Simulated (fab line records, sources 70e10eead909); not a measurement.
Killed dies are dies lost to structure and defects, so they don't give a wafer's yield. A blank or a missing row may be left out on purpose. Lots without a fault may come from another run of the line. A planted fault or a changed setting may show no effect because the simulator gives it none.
fab line records | flow nand_harc
record lots=12 wafers=36 last_day=24
route steps=1159 shown A_M0@1014 A_M1@1034 END@1159
lots that met no fault: from a run of the same line without faults
start_h: hours from the record's first day to the start of the lot's first wafer shown | wait_h: hours since the lot's step before | " the same as in the row above | L1.1+2: a row that stands for several wafers | - no value, or no start given | * or withheld: withheld | < > ~ a bound
route shown NAME@n: a module of which the file shows steps, and the number in the route of the first | usual: mean/standard deviation of fault-free wafers | same: alike in all rows | chamber/n: place in a boat | sites: the reading at each site | _std_site: their standard deviation | _edge_site: outer sites' mean less inner sites' | radius_mm: how far each site lies from the wafer's centre | mask NAME#n: copy n | behind: the tool/chamber that last shaped the wafer | hold: why the lot was held/for how many hours/how that ended | device: the transistor (n, p or np) that didn't switch | end of line: the same wafers' tests at the end of the route | a step without rows: its recipe alone | killed: dies lost to structure and defects at the first sort, not the wafer's yield | map: a wafer's dies, x killed, . not, _ none there
set.NAME: the setting as run; set.NAME@STEP: as run at that earlier step | model.NAME: the simulator's own value behind a step, which no gauge read
steps of the route over a sample of lots; a table a step, a row a wafer
services: from which hour (start_h, from the record's first day; less than 0 if before it) a tool's chamber was out of use, for how many hours, and why
## steps
# step NHARC_A_M0_PRE_CLEAN_29
# recipe time_s=30 temp_c=280 gas=H2/He
# usual heater_power_w=399/28 susceptor_temp_C=280.03/0.19
# columns lot.wafer tool chamber start_h wait_h heater_power_w susceptor_temp_C
L753.4 pvd_sputter-03 - - - 394 -
L753.3 " - " " 397 -
L753.1 " - " " 415 -
L755.2 pvd_sputter-02 - - - 393 279.97
L755.5 " - " " 397 279.99
L755.6 " - " " 387 280.02
L756.4 pvd_sputter-01 - - - 466 280.17
L756.1 " - " " 403 280.17
L756.5 " - " " 378 279.70
L761.4 pvd_sputter-03 - - - 413 280.11
L761.2 " - " " 396 280.14
L761.1 " - " " 408 280.00
L763.1 pvd_sputter-03 - - - 434 -
L763.3 " - " " 405 -
L763.6 " - " " 427 -
L766.4 pvd_sputter-01 - - - 372 280.00
L766.2 " - " " 403 279.76
L766.5 " - " " 372 279.95
L767.4 pvd_sputter-03 - - - 405 -
L767.2 " - " " 431 -
L767.3 " - " " 412 -
L770.1 pvd_sputter-01 - - - 460 280.09
L770.2 " - " " 397 279.92
L770.6 " - " " 457 279.74
L769.4 pvd_sputter-02 - - - 402 -
L769.3 " - " " 404 -
L769.5 " - " " 398 -
L774.1 pvd_sputter-02 - - - 399 280.14
L774.4 " - " " 410 280.31
L774.3 " - " " 346 279.84
L775.3 pvd_sputter-02 - - - 388 -
L775.4 " - " " 410 -
L775.1 " - " " 400 -
L773.1 pvd_sputter-01 - - - 405 280.36
L773.4 " - " " 393 280.09
L773.6 " - " " 442 280.15
# step NHARC_A_M0_PVD_20
# recipe target_thk_a=50 bias_v=168.6 power_w=15000 chamber_pressure_pa=0.12 time_s=8.06 substrate_temp_c=50 material=TaN
# usual throttle_valve_pct=29.8/1
# columns lot.wafer tool chamber start_h wait_h throttle_valve_pct
L753.4 pvd_sputter-03 - - - 31.8
L753.1 " - " " 29.3
L753.3 " - " " 30.1
L755.2 pvd_sputter-02 - - - 29.9
L755.6 " - " " 30.1
L755.5 " - " " 30.1
L756.1 pvd_sputter-01 - - - 27.9
L756.4 " - " " 30.3
L756.5 " - " " 29.1
L761.1 pvd_sputter-03 - - - 29.4
L761.4 " - " " 30.1
L761.2 " - " " 28.2
L763.3 pvd_sputter-03 - - - 28.9
L763.1 " - " " 28.2
L763.6 " - " " 30.1
L766.4 pvd_sputter-01 - - - 29.2
L766.2 " - " " 30.0
L766.5 " - " " 29.7
L767.4 pvd_sputter-03 - - - 27.8
L767.3 " - " " 31.6
L767.2 " - " " 29.1
L770.1 pvd_sputter-01 - - - 30.2
L770.2 " - " " 29.3
L770.6 " - " " 30.1
L769.3 pvd_sputter-02 - - - 30.0
L769.4 " - " " 30.3
L769.5 " - " " 30.1
L774.1 pvd_sputter-02 - - - 29.9
L774.3 " - " " 30.7
L774.4 " - " " 30.2
L775.4 pvd_sputter-02 - - - 30.2
L775.1 " - " " 30.5
L775.3 " - " " 30.2
L773.4 pvd_sputter-01 - - - 27.9
L773.1 " - " " 30.9
L773.6 " - " " 27.6
# step NHARC_A_M1_PEB_07
# recipe peb_temp_c=100 peb_time_s=65
# usual heater_power_total_W=156.6/0.43 plate_temp_C=99.97/0.14
# columns lot.wafer tool chamber start_h wait_h heater_power_total_W plate_temp_C
L753.1 litho_track-06 0 409.24 0.1 156.6 99.80
L753.3 " 0 " " 156.9 99.82
L753.4 " 0 " " 156.9 100.05
L755.2 litho_track-01 0 411.40 0.1 156.0 100.29
L755.5 " 0 " " 157.1 99.93
L755.6 " 0 " " 157.1 100.13
L756.1 litho_track-06 0 417.22 0.1 157.1 100.01
L756.4 " 0 " " 156.7 100.03
L756.5 " 0 " " 157.2 99.99
L761.1 litho_track-01 0 459.22 0.1 157.2 99.91
L761.2 " 0 " " 157.1 99.74
L761.4 " 0 " " 156.3 99.70
L763.1 litho_track-01 0 490.66 0.1 157.1 99.87
L763.3 " 0 " " 157.2 100.11
L763.6 " 0 " " 156.0 100.12
L766.2 litho_track-01 0 491.35 0.1 156.5 99.93
L766.4 " 0 " " 156.1 99.89
L766.5 " 0 " " 156.5 99.92
L767.2 litho_track-01 0 505.52 0.1 156.1 100.04
L767.3 " 0 " " 156.4 99.91
L767.4 " 0 " " 156.3 99.98
L770.1 litho_track-01 0 513.14 0.1 156.0 100.06
L770.2 " 0 " " 155.9 100.02
L770.6 " 0 " " 156.2 100.17
L769.3 litho_track-06 0 532.22 0.0 141.6 92.77
L769.4 " 0 " " 141.6 92.72
L769.5 " 0 " " 141.5 92.72
L774.1 litho_track-06 0 533.10 0.1 141.5 92.54
L774.3 " 0 " " 140.5 92.67
L774.4 " 0 " " 141.2 92.77
L775.1 litho_track-04 0 535.33 0.1 157.2 99.83
L775.3 " 0 " " 156.2 99.79
L775.4 " 0 " " 157.2 99.93
L773.1 litho_track-04 0 538.70 0.1 156.3 100.06
L773.4 " 0 " " 157.0 100.12
L773.6 " 0 " " 156.0 100.06
# step NHARC_A_M1_CD_MEAS_09
# recipe target_cd_nm=120 landing_energy_ev=500
# usual cd_nm=120.0/0.49
# columns lot.wafer tool chamber start_h wait_h cd_nm
L753.1 cd_sem-03 0 409.32 - 119.7
L753.3 " 0 " " 120.5
L753.4 " 0 " " 120.7
L755.2 cd_sem-03 0 411.48 - 120.1
L755.5 " 0 " " 120.4
L755.6 " 0 " " 120.2
L756.1 cd_sem-02 0 417.30 - 120.4
L756.4 " 0 " " 120.0
L756.5 " 0 " " 120.3
L761.1 cd_sem-02 0 459.30 - 120.5
L761.2 " 0 " " 119.9
L761.4 " 0 " " 120.2
L763.1 cd_sem-03 0 490.74 - 120.6
L763.3 " 0 " " 120.1
L763.6 " 0 " " 120.8
L766.2 cd_sem-02 0 491.43 - 120.7
L766.4 " 0 " " 119.8
L766.5 " 0 " " 119.3
L767.2 cd_sem-01 0 505.60 - 120.6
L767.3 " 0 " " 119.6
L767.4 " 0 " " 120.5
L770.1 cd_sem-03 0 513.22 - 119.9
L770.2 " 0 " " 120.2
L770.6 " 0 " " 120.8
L769.3 cd_sem-02 0 532.30 - 88.8
L769.4 " 0 " " 89.5
L769.5 " 0 " " 89.2
L774.1 cd_sem-01 0 533.18 - 89.0
L774.3 " 0 " " 88.5
L774.4 " 0 " " 89.3
L775.1 cd_sem-01 0 535.41 - 120.2
L775.3 " 0 " " 119.6
L775.4 " 0 " " 120.1
L773.1 cd_sem-03 0 538.78 - 120.0
L773.4 " 0 " " 119.4
L773.6 " 0 " " 119.5
# step NHARC_A_M1_OVL_MEAS_10
# recipe pitch_nm=240
# usual overlay_x_nm=0.1/0.77 overlay_y_nm=0.0/0.95
# columns lot.wafer tool chamber start_h wait_h overlay_x_nm overlay_y_nm
L753.1 overlay-02 - 409.41 - -0.6 -1.1
L753.3 " - " " -0.9 -1.3
L753.4 " - " " -0.7 -0.6
L755.2 overlay-01 - 411.56 - 0.2 1.3
L755.5 " - " " -0.2 1.0
L755.6 " - " " -0.3 0.9
L756.1 overlay-02 - 417.39 - -0.1 1.1
L756.4 " - " " 0.4 0.9
L756.5 " - " " -0.2 0.2
L761.1 overlay-02 - 459.39 - -0.3 -0.5
L761.2 " - " " 0.7 -0.1
L761.4 " - " " 0.1 -0.4
L763.1 overlay-01 - 490.83 - 1.3 -1.1
L763.3 " - " " 1.5 -1.1
L763.6 " - " " 0.9 -0.8
L766.2 overlay-01 - 491.51 - -0.1 0.3
L766.4 " - " " 0.5 0.3
L766.5 " - " " 0.3 1.1
L767.2 overlay-02 - 505.70 - 1.4 0.4
L767.3 " - " " 1.0 0.9
L767.4 " - " " 1.4 0.5
L770.1 overlay-02 - 513.31 - 0.8 -0.6
L770.2 " - " " 1.7 -0.7
L770.6 " - " " 1.1 -0.5
L769.3 overlay-01 - 532.39 - -0.2 0.2
L769.4 " - " " -0.2 0.6
L769.5 " - " " -0.9 0.2
L774.1 overlay-01 - 533.27 - 0.8 0.4
L774.3 " - " " -0.1 0.7
L774.4 " - " " 0.2 0.6
L775.1 overlay-01 - 535.52 - 0.1 0.6
L775.3 " - " " -0.4 0.7
L775.4 " - " " 0.0 0.2
L773.1 overlay-02 - 538.87 - 0.2 -0.2
L773.4 " - " " 0.5 0.3
L773.6 " - " " -0.1 0.2
# step NHARC_END_SORT_01
# recipe temp_c=25
# usual defect_limited_yield=95.4/1.4 killed_at_array=27/10 killed_at_other=0.6/1 killed_at_periphery=3.4/2.7 killed_dies=31/9.7 killed_open=3.4/1.7 killed_short=2.2/1.5 sort_bin_2_pct=1.4/0.57 sort_bin_3_pct=0.25/0.23 sort_bin_4_pct=3.0/0.94 sort_n_pass=646/9.7 sort_rim_yield_pct=95.3/3 sort_yield_pct=95.4/1.4
# same gross_dies=677 sort_bin_5_pct[%]=0 sort_bin_6_pct[%]=0 sort_bin_7_pct[%]=0 sort_bin_8_pct[%]=0 sort_rim_n_gross=106.00
# columns lot.wafer tool chamber start_h wait_h defect_limited_yield[%] killed_at_array killed_at_other killed_at_periphery killed_dies killed_open killed_short sort_bin_2_pct[%] sort_bin_3_pct[%] sort_bin_4_pct[%] sort_n_pass sort_rim_yield_pct[%] sort_yield_pct[%]
L761.1 prober-02 0 494.06 2.5 94.7 32 2 2 36 3 1 1.6 0 3.7 641 93.4 94.7
L761.2 prober-02 0 494.85 2.8 95.3 27 1 4 32 1 3 2.1 0.15 2.5 645 98.1 95.3
L761.4 prober-02 0 496.42 3.4 95.3 29 2 1 32 5 1 1.5 0.30 3.0 645 97.2 95.3
L763.1 prober-01 0 526.28 2.5 95.3 29 0 3 32 5 1 1.9 0.30 2.5 645 94.3 95.3
L763.3 prober-01 0 527.90 3.1 95.0 34 0 0 34 2 3 1.3 0.59 3.1 643 89.6 95.0
L763.6 prober-01 0 530.33 4.1 95.4 31 0 0 31 2 0 1.0 0 3.5 646 91.5 95.4
L766.2 prober-02 0 527.06 2.8 95.1 30 1 2 33 4 1 1.0 0.89 3.0 644 93.4 95.1
L766.4 prober-02 0 528.66 3.4 96.6 21 0 2 23 2 1 1.0 0.15 2.2 654 91.5 96.6
L766.5 prober-02 0 529.45 3.7 94.2 38 0 1 39 7 3 1.6 0.15 4.0 638 96.2 94.2
L767.2 prober-01 0 541.44 2.8 96.9 19 0 2 21 1 1 1.2 0.15 1.8 656 92.5 96.9
L767.3 prober-01 0 542.25 3.1 94.4 35 0 3 38 4 0 1.8 0.30 3.5 639 93.4 94.4
L767.4 prober-01 0 543.06 3.4 96.5 22 0 2 24 2 2 1.0 0.15 2.4 653 93.4 96.5
L769.3 prober-01 0 572.28 3.1 0.6 671 0 2 673 5 6 93.6 0.30 5.5 4 1.9 0.6
L769.4 prober-01 0 573.07 3.4 0 675 1 1 677 1 3 96.0 0.59 3.4 0 0 0
L769.5 prober-01 0 573.86 3.7 1.2 667 0 2 669 2 4 93.4 0.44 5.0 8 5.7 1.2
L774.1 prober-02 0 574.79 2.5 0.7 665 1 6 672 4 1 92.6 0.74 5.9 5 4.7 0.7
L774.3 prober-02 0 576.40 3.1 0.1 670 2 4 676 6 3 94.2 1.03 4.6 1 0.9 0.1
L774.4 prober-02 0 577.21 3.4 1.6 659 1 6 666 5 0 93.9 0.44 4.0 11 7.5 1.6
# killed by level:class
L761.1 A_CHANNEL_HOLE_D1:chamber_film_flake=19 A_STAIRCASE:chamber_film_flake=5 A_CONTACT:chamber_film_flake=3 A_WL_FILL:chamber_film_flake=2 P_M0:geometric_particle:open=1 A_SGD_CUT:geometric_particle:open=1 A_WL_FILL:geometric_particle:short=1 A_CONTACT:geometric_particle:open=1
L761.2 A_CHANNEL_HOLE_D1:chamber_film_flake=18 A_STAIRCASE:chamber_film_flake=3 A_M0:geometric_particle:short=2 A_CONTACT:chamber_film_flake=2 P_CONTACT:geometric_particle:open=1 P_M0:geometric_particle:short=1 P_GATE:chamber_film_flake=1 P_STI:chamber_film_flake=1
L761.4 A_CHANNEL_HOLE_D1:chamber_film_flake=14 A_STAIRCASE:chamber_film_flake=4 A_BLC:geometric_particle:open=3 A_CONTACT:chamber_film_flake=2 THIN_TSV:chamber_film_flake=2 A_STAIRCASE:geometric_particle:short=1 A_WL_FILL:geometric_particle:open=1 A_M0:geometric_particle:open=1
L763.1 A_CHANNEL_HOLE_D1:chamber_film_flake=14 A_SLIT:chamber_film_flake=8 A_CONTACT:chamber_film_flake=3 P_M0:geometric_particle:open=1 P_M1:geometric_particle:open=1 P_M2:geometric_particle:open=1 A_CONTACT:geometric_particle:open=1 A_M0:geometric_particle:short=1
L766.2 A_SLIT:chamber_film_flake=10 A_STAIRCASE:chamber_film_flake=10 A_CHANNEL_HOLE_D1:chamber_film_flake=5 A_CONTACT:geometric_particle:open=3 P_CONTACT:geometric_particle:open=1 A_ONON_D1:geometric_particle:short=1 P_ZERO_WELL:chamber_film_flake=1 A_CONTACT:chamber_film_flake=1
L763.3 A_SLIT:chamber_film_flake=14 A_CHANNEL_HOLE_D1:chamber_film_flake=11 A_CONTACT:geometric_particle:open=2 A_SOURCE_PLATE:geometric_particle:short=1 A_CHANNEL_FILL_D1:geometric_particle:short=1 A_WL_FILL:geometric_particle:short=1 A_ZERO_WELL:chamber_film_flake=1 A_CHANNEL_FILL_D1:chamber_film_flake=1
L766.4 A_SLIT:chamber_film_flake=8 A_CHANNEL_HOLE_D1:chamber_film_flake=4 A_STAIRCASE:chamber_film_flake=3 A_CONTACT:chamber_film_flake=3 P_CONTACT:geometric_particle:open=1 A_CHANNEL_FILL_D1:geometric_particle:open=1 A_WL_FILL:geometric_particle:short=1 P_GATE:chamber_film_flake=1
L766.5 A_SLIT:chamber_film_flake=13 A_CHANNEL_HOLE_D1:chamber_film_flake=6 A_STAIRCASE:chamber_film_flake=4 A_CONTACT:geometric_particle:open=3 A_WL_FILL:chamber_film_flake=3 A_CONTACT:chamber_film_flake=3 A_CHANNEL_FILL_D1:geometric_particle:short=2 P_M0:geometric_particle:open=1
L763.6 A_CHANNEL_HOLE_D1:chamber_film_flake=17 A_SLIT:chamber_film_flake=9 A_CONTACT:chamber_film_flake=2 A_ONON_D1:geometric_particle:open=1 A_BLC:geometric_particle:open=1 A_WL_FILL:chamber_film_flake=1
L767.2 A_SLIT:chamber_film_flake=13 A_CONTACT:chamber_film_flake=3 A_WL_FILL:geometric_particle:short=1 A_WL_FILL:geometric_particle:open=1 P_ZERO_WELL:chamber_film_flake=1 P_GATE:chamber_film_flake=1 A_CHANNEL_HOLE_D1:chamber_film_flake=1
L767.3 A_SLIT:chamber_film_flake=18 A_CHANNEL_HOLE_D1:chamber_film_flake=8 A_CONTACT:chamber_film_flake=5 P_M0:geometric_particle:open=2 A_ONON_D1:geometric_particle:open=1 A_CONTACT:geometric_particle:open=1 P_GATE:chamber_film_flake=1 A_CHANNEL_FILL_D1:chamber_film_flake=1
L767.4 A_SLIT:chamber_film_flake=15 A_CHANNEL_HOLE_D1:chamber_film_flake=4 P_CONTACT:geometric_particle:open=1 P_M2:geometric_particle:short=1 A_WL_FILL:geometric_particle:short=1 A_M0:geometric_particle:open=1 A_STAIRCASE:chamber_film_flake=1
L769.3 A_M1:area_peb=619 A_CHANNEL_HOLE_D1:chamber_film_flake=16 A_SLIT:chamber_film_flake=16 A_CONTACT:chamber_film_flake=5 A_BLC:geometric_particle:open=3 A_ONON_D1:geometric_particle:short=2 A_CHANNEL_FILL_D1:geometric_particle:short=2 A_CONTACT:geometric_particle:open=2
L769.4 A_M1:area_peb=636 A_CHANNEL_HOLE_D1:chamber_film_flake=18 A_SLIT:chamber_film_flake=12 A_CONTACT:chamber_film_flake=4 A_CHANNEL_FILL_D1:geometric_particle:open=1 A_CHANNEL_FILL_D1:geometric_particle:short=1 A_M0:geometric_particle:short=1 STARTING-WAFER:geometric_particle:short=1
L769.5 A_M1:area_peb=615 A_CHANNEL_HOLE_D1:chamber_film_flake=24 A_CONTACT:chamber_film_flake=10 A_SLIT:chamber_film_flake=9 A_STAIRCASE:chamber_film_flake=2 A_ONON_D1:geometric_particle:short=1 A_CHANNEL_FILL_D1:geometric_particle:short=1 A_CHANNEL_FILL_D1:geometric_particle:open=1
L774.1 A_M1:area_peb=613 A_CHANNEL_HOLE_D1:chamber_film_flake=21 A_SLIT:chamber_film_flake=14 A_CONTACT:chamber_film_flake=5 P_BONDPAD:chamber_film_flake=3 A_STAIRCASE:chamber_film_flake=3 A_WL_FILL:chamber_film_flake=3 A_CHANNEL_HOLE_D1:geometric_particle:open=2
L774.3 A_M1:area_peb=621 A_CHANNEL_HOLE_D1:chamber_film_flake=19 A_SLIT:chamber_film_flake=12 A_CONTACT:chamber_film_flake=5 A_M0:geometric_particle:open=3 A_CHANNEL_FILL_D1:chamber_film_flake=3 P_BONDPAD:chamber_film_flake=2 A_STAIRCASE:chamber_film_flake=2
L774.4 A_M1:area_peb=617 A_CHANNEL_HOLE_D1:chamber_film_flake=18 A_SLIT:chamber_film_flake=17 P_M0:geometric_particle:open=3 P_M1:chamber_film_flake=3 A_CHANNEL_FILL_D1:chamber_film_flake=2 A_STAIRCASE:chamber_film_flake=2 A_CHANNEL_HOLE_D1:geometric_particle:open=1
## services
# columns tool chamber start_h hours kind
pvd_sputter-03 - 390.24 1.1 repair
pvd_sputter-02 - 392.00 10.0 pm
pvd_sputter-03 - 408.89 3.2 repair
pvd_sputter-03 - 428.79 1.3 repair
pvd_sputter-01 - 433.13 3.4 repair
litho_track-01 - 443.00 7.0 pm
litho_track-06 - 450.53 - consumable_replace:filter
pvd_sputter-01 - 450.94 5.8 repair
pvd_sputter-03 - 458.00 10.0 pm
litho_track-06 - 467.00 7.0 pm
litho_track-04 - 491.00 7.0 pm
pvd_sputter-03 - 494.36 1.8 repair
pvd_sputter-01 - 514.05 10.0 pm
pvd_sputter-03 - 528.21 18.2 repair
## key
first_sign step=NHARC_A_M1_PEB_07 reading=plate_temp_C direction=down sigmas=52 usual=* struck=*
effect step=NHARC_A_M1_PEB_07 reading=heater_power_total_W direction=down sigmas=35 usual=* struck=*
effect step=NHARC_A_M1_CD_MEAS_09 reading=cd_nm direction=down sigmas=63 usual=120.0 struck=89.0
effect step=NHARC_END_SORT_01 reading=sort_bin_2_pct direction=up sigmas=99+ usual=1.4 struck=94.0
more_kills_born_at NHARC_A_M1_PEB_07@litho_track-06=3721
met_at NHARC_A_M1_PEB_07
struck_lots L769,L774
later_rows_left_out L769.3,L769.4,L769.5,L774.1,L774.3,L774.4
not_acting_at NHARC_A_M0_PRE_CLEAN_29,NHARC_A_M0_PVD_20,NHARC_A_M1_OVL_MEAS_10
onset_between 417.22 532.22
fault kind=process_parameter_drift tool=litho_track-06 chamber=- onset_h=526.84 steps=NHARC_A_M1_PEB_07 channel=peb_temp_c offset=* shape=step end_h=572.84 acts_in=* stated=*
# later_rows_left_out: the simulator's readings of these wafers behind a module that went badly wrong aren't trusted and aren't shown, but for the sort
